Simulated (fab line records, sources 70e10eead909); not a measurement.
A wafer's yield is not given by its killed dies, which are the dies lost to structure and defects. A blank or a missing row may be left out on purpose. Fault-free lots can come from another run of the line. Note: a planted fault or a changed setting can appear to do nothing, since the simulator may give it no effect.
The tool behind it: which one?    flow nand-harc    24 lots with 72 wafers sampled at 6 steps, on a route of 1159 steps

WHAT THE GAUGES SHOWED, per wafer
The record lacks any reading of a measuring or inspecting step that a usual standard deviation could be used to judge.

TOOL THAT RAN EACH LOT (tool first, then ch and the chambers of the sampled wafers, then the start)
lot   NHARC_A_STAIRCASE_STRIP_476         NHARC_A_STAIRCASE_DEP_417        NHARC_A_STAIRCASE_ETCH_444          NHARC_A_STAIRCASE_CMP_152      NHARC_A_STAIRCASE_ETCHBACK_422      NHARC_A_SGD_CUT_CMP_21
L075  rie-diel-06 ch 1,3, day 12 12:13    pecvd-02 ch 0,1, day 12 12:18    rie-diel-06 ch 0,1,3, day 14 00:22  cmp-03 ch 0,1,3, day 14 03:02  rie-diel-03 ch 1,2, day 14 03:30    cmp-04 ch 0,1,3, day 14 14:08
L076  rie-diel-06 ch 0,1,2, day 12 15:04  pecvd-03 ch 0,1,2, day 12 15:12  rie-diel-03 ch 1,3, day 14 00:31    cmp-01 ch 0,1, day 14 03:27    rie-diel-13 ch 1,3, day 14 03:56    cmp-04 ch 2,3, day 14 14:17
L077  rie-diel-03 ch 2,3, day 12 17:23    pecvd-04 ch 0,1,2, day 12 17:28  rie-diel-13 ch 0,2, day 14 00:02    cmp-02 ch 0,2,3, day 14 03:10  rie-diel-06 ch 1,2, day 14 03:40    cmp-03 ch 0,1, day 14 14:08
L074  rie-diel-03 ch 1,2,3, day 12 20:49  pecvd-02 ch 0,1, day 12 20:58    rie-diel-03 ch 1,3, day 14 12:47    cmp-01 ch 0,1,2, day 14 16:07  rie-diel-13 ch 0,1, day 14 16:34    cmp-03 ch 0,3, day 15 02:02
L078  rie-diel-13 ch 0,1, day 12 23:37    pecvd-03 ch 0,2, day 12 23:43    rie-diel-06 ch 0,2,3, day 14 12:35  cmp-01 ch 2,3, day 14 15:49    rie-diel-13 ch 0,1,2, day 14 16:17  cmp-02 ch 0,2,3, day 15 02:05
L079  rie-diel-13 ch 0,1, day 13 04:10    pecvd-02 ch 0,1, day 13 04:16    rie-diel-06 ch 0,1,3, day 14 19:29  cmp-03 ch 0,1,2, day 14 22:40  rie-diel-06 ch 0,3, day 14 23:06    cmp-04 ch 0,1, day 15 07:06
L080  rie-diel-13 ch 0,3, day 13 05:35    pecvd-04 ch 1,2, day 13 05:47    rie-diel-13 ch 0,2,3, day 14 20:04  cmp-03 ch 0,1,2, day 14 22:31  rie-diel-13 ch 0,3, day 14 22:56    cmp-03 ch 1,2,3, day 15 07:09
L082  rie-diel-06 ch 0,1,2, day 13 14:35  pecvd-02 ch 0,1,2, day 13 14:40  rie-diel-03 ch 0,2, day 15 06:46    cmp-01 ch 0,2,3, day 15 09:39  rie-diel-06 ch 0,1,2, day 15 10:08  cmp-04 ch 1,2,3, day 15 18:44
L081  rie-diel-03 ch 1,3, day 13 14:58    pecvd-02 ch 0,2, day 13 15:07    rie-diel-06 ch 0,1,2, day 15 06:32  cmp-03 ch 0,1,2, day 15 09:24  rie-diel-03 ch 1,2,3, day 15 09:53  cmp-02 ch 0,1,2, day 15 18:45
L083  rie-diel-13 ch 0,1,3, day 14 05:54  pecvd-03 ch 0,1,2, day 14 06:00  rie-diel-03 ch 0,2,3, day 15 21:42  cmp-03 ch 1,2,3, day 16 00:57  rie-diel-03 ch 1,2,3, day 16 01:25  cmp-03 ch 0,2,3, day 16 09:29
L085  rie-diel-06 ch 0,1,3, day 14 14:10  pecvd-03 ch 0,1, day 14 14:18    rie-diel-06 ch 0,1,2, day 16 02:56  cmp-03 ch 0,1,3, day 16 06:13  rie-diel-13 ch 0,2,3, day 16 06:42  cmp-03 ch 0,2,3, day 16 15:05
L084  rie-diel-13 ch 0,1,2, day 14 17:13  pecvd-02 ch 0,1, day 14 17:23    rie-diel-13 ch 2,3, day 16 03:02    cmp-01 ch 1,3, day 16 05:57    rie-diel-13 ch 1,2, day 16 06:25    cmp-04 ch 2,3, day 16 15:05
L086  rie-diel-06 ch 1,2,3, day 15 02:23  pecvd-04 ch 0,1, day 15 02:35    rie-diel-03 ch 0,1, day 16 14:49    cmp-02 ch 0,1,3, day 16 18:25  rie-diel-06 ch 0,2,3, day 16 18:53  cmp-03 ch 0,1,2, day 17 03:07
L087  rie-diel-06 ch 2,3, day 15 03:45    pecvd-04 ch 0,1,2, day 15 04:16  rie-diel-06 ch 1,2,3, day 16 14:52  cmp-02 ch 0,1, day 16 18:01    rie-diel-13 ch 0,1,2, day 16 18:29  cmp-04 ch 1,3, day 17 03:08
L088  rie-diel-03 ch 0,3, day 15 05:52    pecvd-04 ch 0,2, day 15 06:01    rie-diel-13 ch 0,3, day 16 14:47    cmp-03 ch 0,1, day 16 17:58    rie-diel-06 ch 0,3, day 16 18:26    cmp-02 ch 1,2,3, day 17 03:10
L089  rie-diel-13 ch 1,2,3, day 15 20:33  pecvd-04 ch 1,2, day 15 20:41    rie-diel-06 ch 0,2, day 17 14:40    cmp-01 ch 0,1,2, day 17 17:34  rie-diel-03 ch 0,1,3, day 17 18:03  cmp-03 ch 0,1,2, day 18 03:45
L090  rie-diel-06 ch 2,3, day 15 22:14    pecvd-02 ch 1,2, day 15 22:23    rie-diel-13 ch 0,1,2, day 17 14:18  cmp-02 ch 1,2,3, day 17 16:59  rie-diel-13 ch 0,3, day 17 17:26    cmp-02 ch 2,3, day 18 03:43
L092  rie-diel-13 ch 0,3, day 16 09:31    pecvd-04 ch 0,1,2, day 16 09:37  rie-diel-03 ch 0,1,3, day 18 02:10  cmp-01 ch 0,2,3, day 18 05:19  rie-diel-06 ch 1,3, day 18 05:48    cmp-03 ch 1,3, day 18 14:28
L091  rie-diel-03 ch 0,2,3, day 16 10:59  pecvd-03 ch 0,1, day 16 11:09    rie-diel-13 ch 0,1,3, day 18 01:58  cmp-01 ch 1,2,3, day 18 04:38  rie-diel-06 ch 1,3, day 18 05:05    cmp-04 ch 2,3, day 18 14:19
L093  rie-diel-06 ch 2,3, day 16 14:50    pecvd-04 ch 0,1,2, day 16 14:55  rie-diel-13 ch 1,2,3, day 18 03:36  cmp-01 ch 0,1,2, day 18 06:17  rie-diel-03 ch 0,1,2, day 18 06:46  cmp-04 ch 1,2,3, day 18 14:31
L094  rie-diel-13 ch 1,2,3, day 16 16:46  pecvd-02 ch 0,1,2, day 16 16:56  rie-diel-06 ch 0,3, day 18 01:38    cmp-03 ch 1,2,3, day 18 04:55  rie-diel-03 ch 0,2, day 18 05:22    cmp-03 ch 1,3, day 18 14:20
L096  rie-diel-13 ch 0,2,3, day 17 09:10  pecvd-02 ch 0,1, day 17 09:18    rie-diel-03 ch 0,1,3, day 18 23:12  cmp-02 ch 0,1,2, day 19 01:39  rie-diel-06 ch 1,2, day 19 02:05    cmp-03 ch 0,3, day 19 09:56
L095  rie-diel-13 ch 0,1,3, day 17 10:23  pecvd-03 ch 1,2, day 17 10:32    rie-diel-13 ch 0,1,3, day 18 22:52  cmp-03 ch 0,2,3, day 19 01:55  rie-diel-03 ch 0,1,3, day 19 02:22  cmp-04 ch 0,2,3, day 19 09:58
L097  rie-diel-03 ch 0,1,2, day 17 23:31  pecvd-04 ch 0,1, day 17 23:40    rie-diel-13 ch 0,1,3, day 19 14:06  cmp-03 ch 0,2,3, day 19 16:48  rie-diel-03 ch 0,1, day 19 17:15    cmp-04 ch 2,3, day 20 00:56
- NHARC_A_STAIRCASE_STRIP_476: strips in O2, time 20 s.
- NHARC_A_STAIRCASE_DEP_417: deposits Si3N4, target thk 60 nm.
- NHARC_A_STAIRCASE_ETCH_444: etches the open film in C4F8/O2, target depth 10200 nm, time 3400 s.
- NHARC_A_STAIRCASE_CMP_152: polishes.
- NHARC_A_STAIRCASE_ETCHBACK_422: etches the open film in CH3F/O2, target depth 40 nm, time 74.286 s.
- NHARC_A_SGD_CUT_CMP_21: polishes, target thk 148.19 nm.

AS READ BY THE TOOLS THEMSELVES (means over the sampled wafers that have a number; for cases with no such wafer, the mark the record gives instead)
NHARC_A_STAIRCASE_STRIP_476.
lot   tool         drypump-motor-current-A (A)  oes-product-au (a.u.)  rf-vpp-V (V)  showerhead-plenum-p-Torr (Torr)  throttle-valve-pct (%)
L075  rie-diel-06  5.7                          1.000                  56.9          3.38                             17.033
L076  rie-diel-06  5.4                          0.995                  57.5          3.53                             17.029
L077  rie-diel-03  5.0                          0.984                  58.3          3.70                             17.036
L074  rie-diel-03  5.5                          0.997                  58.3          3.68                             17.031
L078  rie-diel-13  5.4                          1.004                  57.5          3.62                             17.029
L079  rie-diel-13  5.4                          0.997                  57.7          3.62                             17.044
L080  rie-diel-13  5.7                          1.003                  58.7          3.75                             17.032
L082  rie-diel-06  5.4                          1.008                  57.3          3.53                             17.041
L081  rie-diel-03  5.8                          0.994                  58.2          3.73                             17.034
L083  rie-diel-13  5.6                          1.003                  58.3          3.67                             17.031
L085  rie-diel-06  5.6                          0.994                  56.8          3.37                             17.041
L084  rie-diel-13  5.4                          1.003                  58.2          3.50                             17.037
L086  rie-diel-06  5.5                          1.008                  58.1          3.52                             17.035
L087  rie-diel-06  5.9                          1.007                  57.6          3.49                             17.042
L088  rie-diel-03  5.5                          0.982                  58.1          3.68                             17.037
L089  rie-diel-13  5.6                          1.001                  58.0          3.55                             17.034
L090  rie-diel-06  5.7                          1.002                  57.1          3.63                             17.038
L092  rie-diel-13  5.7                          0.993                  58.0          3.73                             17.041
L091  rie-diel-03  5.2                          0.989                  57.6          3.62                             17.040
L093  rie-diel-06  5.7                          1.000                  57.4          3.63                             17.039
L094  rie-diel-13  5.6                          1.001                  57.6          3.55                             17.022
L096  rie-diel-13  5.5                          0.999                  58.6          3.57                             17.042
L095  rie-diel-13  5.5                          1.008                  57.8          3.65                             17.037
L097  rie-diel-03  5.5                          1.004                  57.2          3.56                             17.043

NHARC_A_STAIRCASE_DEP_417.
lot   tool      heater-power-w (W)
L075  pecvd-02  783
L076  pecvd-03  792
L077  pecvd-04  779
L074  pecvd-02  709
L078  pecvd-03  928
L079  pecvd-02  777
L080  pecvd-04  747
L082  pecvd-02  665
L081  pecvd-02  587
L083  pecvd-03  736
L085  pecvd-03  603
L084  pecvd-02  704
L086  pecvd-04  726
L087  pecvd-04  784
L088  pecvd-04  745
L089  pecvd-04  785
L090  pecvd-02  662
L092  pecvd-04  731
L091  pecvd-03  690
L093  pecvd-04  801
L094  pecvd-02  629
L096  pecvd-02  727
L095  pecvd-03  722
L097  pecvd-04  844

NHARC_A_STAIRCASE_ETCH_444.
lot   tool         oes-product-au (a.u.)  rf-vpp-V (V)
L075  rie-diel-06  0.924                  801
L076  rie-diel-03  0.931                  812
L077  rie-diel-13  0.958                  802
L074  rie-diel-03  0.937                  811
L078  rie-diel-06  0.912                  807
L079  rie-diel-06  0.925                  802
L080  rie-diel-13  0.933                  808
L082  rie-diel-03  0.921                  808
L081  rie-diel-06  0.927                  806
L083  rie-diel-03  0.913                  809
L085  rie-diel-06  0.924                  806
L084  rie-diel-13  0.921                  804
L086  rie-diel-03  0.936                  808
L087  rie-diel-06  0.930                  806
L088  rie-diel-13  0.928                  814
L089  rie-diel-06  0.922                  805
L090  rie-diel-13  0.922                  805
L092  rie-diel-03  0.941                  809
L091  rie-diel-13  0.921                  811
L093  rie-diel-13  0.926                  807
L094  rie-diel-06  0.919                  801
L096  rie-diel-03  0.975                  810
L095  rie-diel-13  0.931                  810
L097  rie-diel-13  0.932                  811

NHARC_A_STAIRCASE_CMP_152.
lot   tool    motor-current-A (A)
L075  cmp-03  13.0
L076  cmp-01  11.6
L077  cmp-02  11.6
L074  cmp-01  11.9
L078  cmp-01  12.3
L079  cmp-03  13.3
L080  cmp-03  13.5
L082  cmp-01  11.9
L081  cmp-03  13.5
L083  cmp-03  12.3
L085  cmp-03  12.9
L084  cmp-01  13.4
L086  cmp-02  10.4
L087  cmp-02  10.2
L088  cmp-03  13.0
L089  cmp-01  11.9
L090  cmp-02  11.8
L092  cmp-01  12.2
L091  cmp-01  12.7
L093  cmp-01  11.7
L094  cmp-03  12.6
L096  cmp-02  11.7
L095  cmp-03  13.7
L097  cmp-03  13.6

NHARC_A_STAIRCASE_ETCHBACK_422.
lot   tool         drypump-motor-current-A (A)  oes-product-au (a.u.)  rf-vpp-V (V)  showerhead-plenum-p-Torr (Torr)  throttle-valve-pct (%)
L075  rie-diel-03  5.7                          0.93                   245.2         2.52                             20.661
L076  rie-diel-13  5.5                          1.01                   244.9         2.55                             20.668
L077  rie-diel-06  5.2                          0.93                   244.4         2.48                             20.667
L074  rie-diel-13  5.4                          1.01                   245.2         2.50                             20.671
L078  rie-diel-13  5.4                          0.92                   243.8         2.43                             20.660
L079  rie-diel-06  6.0                          0.99                   242.6         2.32                             20.663
L080  rie-diel-13  5.7                          0.92                   246.7         2.61                             20.666
L082  rie-diel-06  5.4                          0.92                   244.6         2.45                             20.664
L081  rie-diel-03  5.5                          0.92                   245.4         2.56                             20.658
L083  rie-diel-03  5.5                          0.97                   245.9         2.56                             20.662
L085  rie-diel-13  5.6                          0.92                   245.2         2.49                             20.662
L084  rie-diel-13  5.4                          1.00                   244.3         2.42                             20.661
L086  rie-diel-06  5.8                          0.92                   243.2         2.43                             20.655
L087  rie-diel-13  5.4                          0.93                   244.6         2.43                             20.665
L088  rie-diel-06  5.8                          0.92                   241.5         2.32                             20.663
L089  rie-diel-03  5.8                          1.00                   245.1         2.52                             20.664
L090  rie-diel-13  5.5                          1.01                   246.4         2.56                             20.659
L092  rie-diel-06  5.7                          0.92                   242.6         2.33                             20.667
L091  rie-diel-06  5.7                          0.93                   243.2         2.33                             20.658
L093  rie-diel-03  5.5                          1.01                   243.9         2.48                             20.655
L094  rie-diel-03  5.0                          1.01                   245.6         2.49                             20.656
L096  rie-diel-06  5.2                          1.00                   244.3         2.46                             20.670
L095  rie-diel-03  5.8                          1.00                   245.7         2.51                             20.652
L097  rie-diel-03  6.0                          0.94                   244.6         2.46                             20.662

NHARC_A_SGD_CUT_CMP_21.
lot   tool    motor-current-A (A)  time-to-endpoint-s (s)
L075  cmp-04  12.2                 51
L076  cmp-04  11.6                 51
L077  cmp-03  13.1                 50
L074  cmp-03  13.5                 49
L078  cmp-02  11.5                 51
L079  cmp-04  12.0                 50
L080  cmp-03  13.1                 54
L082  cmp-04  11.8                 50
L081  cmp-02  11.9                 50
L083  cmp-03  13.6                 50
L085  cmp-03  13.5                 52
L084  cmp-04  12.4                 47
L086  cmp-03  13.5                 48
L087  cmp-04  12.3                 53
L088  cmp-02  12.2                 51
L089  cmp-03  13.1                 50
L090  cmp-02  11.7                 50
L092  cmp-03  12.0                 50
L091  cmp-04  11.6                 50
L093  cmp-04  11.7                 50
L094  cmp-03  11.9                 53
L096  cmp-03  12.7                 43
L095  cmp-04  11.6                 49
L097  cmp-04  10.9                 50

THE ANSWER, worked out from the rows above alone
Rule: what is usual is taken from the lots themselves. Put in order of their means at a reading, lots are off if they are a third of the lots or fewer, leave a main group of 4 or more, and stand apart from it by a gap of 3 or more times the standard deviation of the main group's means; of several such gaps the widest counts. A main group is skipped when, at the precision printed for the reading in the tables above, its means are all equal. Also off: a lot with no number at a reading for which 4 or more lots have one. Where the step has rows for the other lots, those lots are counted as sound. First the gauges in route order, then the tools' own readings, where a lot's mean is used as printed above. The first step at which some lot is off is used, and at that step the reading that is off furthest; a lot without a number counts as furthest.
Across all readings shown, no lot is off: no conclusion can be drawn from this.

WHAT THE SIMULATOR HAD INSERTED
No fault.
